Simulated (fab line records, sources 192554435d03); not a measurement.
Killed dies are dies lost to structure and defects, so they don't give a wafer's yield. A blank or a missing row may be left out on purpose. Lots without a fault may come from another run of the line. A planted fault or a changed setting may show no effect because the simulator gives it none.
fab line records | flow n5_finfet
record lots=7 wafers=18 last_day=19
route steps=1938 shown MOL_CONTACT_COAG@547 PASSIVATION@1936
lots that met no fault: from a run of the same line without faults
start_h: hours from the record's first day to the start of the lot's first wafer shown | wait_h: hours since the lot's step before | " the same as in the row above | L1.1+2: a row that stands for several wafers | - no value, or no start given | * or withheld: withheld | < > ~ a bound
route shown NAME@n: a module of which the file shows steps, and the number in the route of the first | usual: mean/standard deviation of fault-free wafers | same: alike in all rows | chamber/n: place in a boat | sites: the reading at each site | _std_site: their standard deviation | _edge_site: outer sites' mean less inner sites' | radius_mm: how far each site lies from the wafer's centre | mask NAME#n: copy n | behind: the tool/chamber that last shaped the wafer | hold: why the lot was held/for how many hours/how that ended | device: the transistor (n, p or np) that didn't switch | end of line: the same wafers' tests at the end of the route | a step without rows: its recipe alone | killed: dies lost to structure and defects at the first sort, not the wafer's yield | map: a wafer's dies, x killed, . not, _ none there
set.NAME: the setting as run; set.NAME@STEP: as run at that earlier step | model.NAME: the simulator's own value behind a step, which no gauge read
lots at some steps of the route; a table a step, a row a wafer
services: from which hour (start_h, from the record's first day; less than 0 if before it) a tool's chamber was out of use, for how many hours, and why
## steps
# step N5_MOL_CONTACT_COAG_SPUTTER_143
# recipe material=Co target_thk_a=25 temp_c=25 chamber_pressure_pa=0.2
# usual substrate_temp_c=25.00/0.1 throttle_valve_pct=30.2/1.3
# columns lot.wafer tool chamber start_h wait_h substrate_temp_c throttle_valve_pct
L618.3 pvd_sputter-03 - 98.83 0.0 25.00 29.0
L618.4 " - " " 25.15 29.4
L618.6 " - " " 25.02 27.8
L625.3 pvd_sputter-02 - 140.20 0.0 24.99 30.0
L625.4 " - " " 24.91 30.0
L625.6 " - " " 25.02 30.0
L626.2 pvd_sputter-02 - 144.67 0.0 25.04 31.6
L626.3 " - " " 25.04 29.9
L628.3 pvd_sputter-03 - 156.74 0.0 25.08 29.4
L628.6 " - " " 24.87 30.3
L631.4 pvd_sputter-02 - 183.61 0.0 25.08 31.6
L631.6 " - " " 24.89 30.4
L639.1 pvd_sputter-03 - 225.98 0.0 24.98 29.4
L639.3 " - " " 25.09 27.7
L639.4 " - " " 24.94 30.2
L640.2 pvd_sputter-03 - 232.06 0.0 25.03 29.4
L640.4 " - " " 24.87 27.4
L640.5 " - " " 24.94 29.4
# step N5_MOL_CONTACT_COAG_CO_FILL_22
# recipe material=Co target_thk_a=200 temp_c=200 precursor=CCTBA/H2 pressure_torr=30
# usual chamber_pressure_Torr=29.99/0.063 heater_power_outer_w=118/5.2 heater_power_w=230/6
# columns lot.wafer tool chamber start_h wait_h chamber_pressure_Torr heater_power_outer_w heater_power_w
L618.3 cvd_co-02 1 98.95 0.1 29.97 113 232
L618.4 " 2 " " 30.06 111 227
L618.6 " 0 " " 29.97 122 229
L625.3 cvd_co-01 0 140.32 0.1 29.99 125 239
L625.4 " 2 " " 29.96 113 227
L625.6 " 1 " " 30.00 120 225
L626.2 cvd_co-02 2 144.79 0.1 30.07 113 231
L626.3 " 0 " " 30.04 124 232
L628.3 cvd_co-01 0 156.86 0.1 30.13 123 237
L628.6 " 1 " " 29.98 118 232
L631.4 cvd_co-01 0 184.02 0.4 30.13 119 246
L631.6 " 1 " " 29.98 119 229
L639.1 cvd_co-01 1 226.10 0.1 30.01 121 231
L639.3 " 0 " " 29.98 123 240
L639.4 " 2 " " 29.94 115 228
L640.2 cvd_co-02 1 232.19 0.1 29.93 111 230
L640.4 " 1 " " 30.04 111 226
L640.5 " 2 " " 30.02 116 225
# step N5_MOL_CONTACT_COAG_ANNEAL_113
# recipe temp_c=400 time_s=300 ambient=H2/N2
# usual lamp_power_pct=2.89/0.23 lamp_zone_4_pct=2.89/0.23 lamp_zone_6_pct=2.86/0.23 wafer_temp_C_max=401.4/0.32
# columns lot.wafer tool chamber start_h wait_h lamp_power_pct lamp_zone_4_pct lamp_zone_6_pct wafer_temp_C_max
L618.3 rtp_anneal-01 0 99.88 0.6 2.77 2.77 2.74 401.2
L618.4 " 0 " " 2.77 2.77 2.73 401.6
L618.6 " 0 " " 2.76 2.77 2.74 401.0
L625.3 rtp_anneal-01 0 141.25 0.6 2.77 2.77 2.74 401.3
L625.4 " 0 " " 2.77 2.77 2.74 401.0
L625.6 " 0 " " 2.77 2.77 2.74 401.2
L626.2 rtp_anneal-01 0 145.69 0.6 2.77 2.77 2.74 401.6
L626.3 " 0 " " 2.77 2.77 2.74 402.1
L628.3 rtp_anneal-01 0 157.87 0.7 2.77 2.77 2.74 402.1
L628.6 " 0 " " 2.77 2.77 2.74 401.3
L631.4 rtp_anneal-01 0 184.85 0.5 2.77 2.77 2.74 401.6
L631.6 " 0 " " 2.77 2.77 2.75 401.7
L639.1 rtp_anneal-01 0 226.71 0.3 2.77 2.77 2.74 400.9
L639.3 " 0 " " 2.77 2.77 2.74 401.4
L639.4 " 0 " " 2.77 2.77 2.75 400.7
L640.2 rtp_anneal-02 0 232.95 0.5 3.33 3.33 3.30 401.9
L640.4 " 0 " " 3.33 3.33 3.30 401.4
L640.5 " 0 " " 3.33 3.33 3.31 401.7
# step N5_MOL_CONTACT_COAG_PRE_CLEAN_142
# recipe gas=H2/He time_s=60 temp_c=300
# usual heater_power_w=467/40
# columns lot.wafer tool chamber start_h wait_h heater_power_w
L618.3 pvd_sputter-03 - 101.91 1.9 552
L618.4 " - " " 435
L618.6 " - " " 521
L625.3 pvd_sputter-01 - 142.70 1.3 458
L625.4 " - " " 431
L625.6 " - " " 426
L626.2 pvd_sputter-03 - 146.96 1.1 486
L626.3 " - " " 425
L628.3 pvd_sputter-01 - 158.51 0.5 466
L628.6 " - " " 437
L631.4 pvd_sputter-03 - 185.38 0.4 445
L631.6 " - " " 535
L639.1 pvd_sputter-01 - 227.91 1.0 459
L639.3 " - " " 427
L639.4 " - " " 450
L640.2 pvd_sputter-01 - 234.91 1.8 432
L640.4 " - " " 447
L640.5 " - " " 443
# step N5_MOL_CONTACT_COAG_SPUTTER_130
# recipe material=Co target_thk_a=475 temp_c=25 chamber_pressure_pa=0.5 power_w=3000
# step N5_MOL_CONTACT_COAG_PRECLEAN_125
# recipe chemistry=DIW time_s=57.5 temp_c=23
# step N5_MOL_CONTACT_COAG_SRD_126
# recipe dry_time_s=32 dry=n2_spin spin_rpm=1500
# step N5_MOL_CONTACT_COAG_CMP_23
# recipe stop_on=SiO2 t_overpolish_s=1.5 post_cmp_clean=cu_alkaline down_force_psi=2 platen_rpm=50.289 pad_velocity_m_s=1.0006 target_thk_nm=0
# step N5_MOL_CONTACT_COAG_WET_ETCH_26
# recipe target=Co target_depth_nm=13
# step N5_MOL_CONTACT_COAG_WET_ETCH_116
# recipe chemistry=SC1-inhibited target_depth_nm=4.6 dry=ipa_marangoni rinse_time_s=30 rinse_temp_c=23
# step N5_MOL_CONTACT_COAG_ALD_27
# recipe material=SiOC target_thk_a=170 temp_c=400 ald_precursor_family=carbosiloxane ald_co_reactant=H2-plasma pulse_time_s=1.5 time_s=2720 purge_time_s=2 co_reactant_purge_time_s=2 ald_cycles=340 pressure_torr=2
# usual ald_cycles=340/0 chamber_pressure_Torr=1.999/0.004 heater_power_outer_w=537/54 heater_power_w=868/78 precursor_pulse_height_rel=1.003/0.016 run_length_s=2769.8/0.5 time_s=2720/0
# columns lot.wafer tool chamber start_h wait_h ald_cycles chamber_pressure_Torr heater_power_outer_w heater_power_w precursor_pulse_height_rel run_length_s time_s model.SiOC_of_MOL_CONTACT_COAG_ALD_27.thk_nm
L618.3 ald_sin-02 0 102.97 0.0 340 1.995 505 823 0.994 2769.7 2720 17
L618.4 " 2 " " 340 1.999 584 871 0.995 2769.4 2720 16.8
L618.6 " 3 " " 340 2.001 498 861 1.010 2769.1 2720 17
L625.3 ald_sin-04 2 143.96 0.2 340 2.005 602 912 0.995 2769.9 2720 17
L625.4 " 1 " " 340 1.995 563 924 0.987 2769.8 2720 17
L625.6 " 0 " " 340 2.000 614 1005 0.989 2769.5 2720 17
L626.2 ald_sin-04 3 148.05 0.0 305 1.998 431 717 1.025 2489.6 2440 15.2
L626.3 " 1 " " 340 2.003 546 957 1.009 2770.1 2720 17
L628.3 ald_sin-04 3 159.57 0.0 340 2.003 440 713 0.982 2769.2 2720 17
L628.6 " 2 " " 305 1.996 575 950 0.977 2490.0 2440 15.2
L631.4 ald_sin-04 1 186.74 0.3 340 1.998 551 958 0.989 2770.2 2720 17
L631.6 " 1 " " 305 2.001 564 940 0.988 2489.9 2440 15.4
L639.1 ald_sin-03 3 228.99 0.1 340 2.000 485 766 1.028 2768.7 2720 17.2
L639.3 " 0 " " 340 2.005 523 775 0.962 2770.5 2720 17
L639.4 " 2 " " 340 2.006 534 854 1.004 2770.6 2720 17
L640.2 ald_sin-03 0 236.01 0.0 340 1.992 502 791 1.008 2770.4 2720 17
L640.4 " 3 " " 340 2.005 489 768 1.002 2768.7 2720 17.2
L640.5 " 1 " " 340 1.996 543 903 0.988 2769.8 2720 17
# step N5_MOL_CONTACT_COAG_CMP_28
# recipe stop_on=SiNx t_overpolish_s=0.85 post_cmp_clean=alkaline_brush down_force_psi=4.15 platen_rpm=51.8 pad_velocity_m_s=1.0307 target_thk_nm=14.522
# usual motor_current_A=11.8/1.6
# columns lot.wafer tool chamber start_h wait_h motor_current_A
L618.3 cmp-03 1 104.54 0.8 9.0
L618.4 " 2 " " 10.9
L618.6 " 1 " " 9.6
L625.3 cmp-04 1 145.56 0.8 12.2
L625.4 " 3 " " 9.8
L625.6 " 1 " " 12.5
L626.3 cmp-01 0 149.66 0.8 13.6
L626.2 " 1 " " 11.4
L628.3 cmp-04 1 161.21 0.9 12.0
L628.6 " 0 " " 9.4
L631.4 cmp-03 3 188.34 0.8 14.3
L631.6 " 3 " " 14.0
L639.1 cmp-03 3 230.56 0.8 14.5
L639.4 " 0 " " 10.7
L639.3 " 1 " " 9.8
L640.4 cmp-01 1 237.58 0.8 12.2
L640.2 " 2 " " 13.7
L640.5 " 2 " " 14.0
# step N5_PASSIVATION_PROBE_49
# usual killed_at_M0_to_M3=33/9.9 killed_at_M4_up=14/6.4 killed_at_contacts=12/7 killed_at_front_end=41/13 killed_at_other=3.1/2.9 killed_dies=103/20 killed_open=67/14 killed_short=34/9.4
# same gross_dies=1180 killed_at_back_side=0
# columns lot.wafer tool chamber start_h wait_h killed_at_M0_to_M3 killed_at_M4_up killed_at_contacts killed_at_front_end killed_at_other killed_dies killed_open killed_short
L618.3 prober-02 - 271.03 0.1 31 7 10 33 1 82 51 31
L618.4 prober-02 - 271.08 0.2 45 20 14 29 2 110 70 40
L618.6 prober-02 - 271.18 0.3 33 6 6 37 0 82 53 29
L628.6 prober-02 - 317.61 0.3 25 17 13 60 0 115 63 42
# killed by level:class
L618.3 FIN_SAQP:geometric_particle:short=9 DUMMY_GATE:geometric_particle:open=7 MOL_CONTACT_COAG:geometric_particle:open=7 BEOL_M2:geometric_particle:open=7 BEOL_M3:geometric_particle:open=7 FIN_SAQP:geometric_particle:open=6 BEOL_M0_SAQP:geometric_particle:short=4 BEOL_M3:geometric_particle:short=3
L618.4 MOL_CONTACT_COAG:geometric_particle:open=13 BEOL_M0_SAQP:geometric_particle:short=10 FIN_SAQP:geometric_particle:open=8 BEOL_M0_SAQP:geometric_particle:open=8 BEOL_M3:geometric_particle:open=8 FIN_SAQP:geometric_particle:short=7 BEOL_M2:geometric_particle:open=7 BEOL_M1:geometric_particle:short=4
L618.6 FIN_SAQP:geometric_particle:open=10 FIN_SAQP:geometric_particle:short=8 BEOL_M0_SAQP:geometric_particle:short=8 BEOL_M3:geometric_particle:open=7 MOL_CONTACT_COAG:geometric_particle:open=6 BEOL_M0_SAQP:geometric_particle:open=6 BEOL_M3:geometric_particle:short=5 DUMMY_GATE:geometric_particle:open=4
L628.6 FIN_SAQP:geometric_particle:short=16 FIN_SAQP:geometric_particle:open=12 BEOL_M4:geometric_particle:open=11 MOL_CONTACT_COAG:geometric_particle:open=10 BEOL_M2:geometric_particle:open=10 HKMG_FIN:area_etch=10 STI_FIN_REVEAL:geometric_particle:open=6 STARTING-WAFER:geometric_particle:short=5
## services
# columns tool chamber start_h hours kind
cmp-04 - 79.88 2.4 repair
cmp-03 - 82.32 1.6 repair
cvd_co-02 - 83.01 2.8 pm
ald_sin-04 - 87.53 14.0 pm
ald_sin-02 1 102.28 21.5 repair
cvd_co-01 1 114.67 - clean
cvd_co-01 1 114.67 22.0 scheduled_down
cvd_co-01 1 114.67 22.0 vent_cycle
ald_sin-03 1 116.87 3.1 repair
ald_sin-03 2 117.68 11.0 repair
rtp_anneal-02 - 118.69 61.9 pm
pvd_sputter-03 - 133.80 2.7 repair
ald_sin-02 0 138.03 2.0 repair
cvd_co-02 2 157.27 6.8 repair
cvd_co-01 - 165.04 0.5 repair
cmp-03 - 167.46 0.8 repair
ald_sin-03 - 176.75 14.0 pm
cmp-01 - 176.83 2.5 repair
cmp-04 - 178.02 4.0 pm
rtp_anneal-01 - 180.85 2.4 pm
cmp-01 - 191.02 2.7 repair
ald_sin-04 2 212.32 4.2 repair
ald_sin-02 2 224.19 2.0 repair
ald_sin-02 3 225.22 17.1 repair
## key
first_sign step=N5_MOL_CONTACT_COAG_ALD_27 reading=ald_cycles direction=down sigmas=99+ usual=* struck=*
effect step=N5_MOL_CONTACT_COAG_ALD_27 reading=time_s direction=down sigmas=99+ usual=* struck=*
model_effect step=N5_MOL_CONTACT_COAG_ALD_27 value=SiOC_of_MOL_CONTACT_COAG_ALD_27.thk_nm without=17 struck=15.27
met_at N5_MOL_CONTACT_COAG_ALD_27
struck_wafers L626.2,L628.6,L631.6
tester_left_out L626,L628,L631
baseline_loss step=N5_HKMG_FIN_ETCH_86 wafers=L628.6
onset_between 143.96 148.05
fault kind=process_parameter_drift tool=ald_sin-04 chamber=- onset_h=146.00 steps=N5_MOL_CONTACT_COAG_ALD_27 channel=ald_cycles offset=* shape=step end_h=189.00 scope=struck_wafers_only acts_in=* stated=*
# tester_left_out: of these lots the tester's yield and bins aren't shown, on N5 and GAA mostly nor the transistor test; their killed dies are dies lost to structure and defects alone, not to doping, threshold or leakage, so they don't give the yield
# baseline_loss: these wafers lose ten dies or more at that step, a loss of the line's own and not of a fault; the sort's usual values leave them out
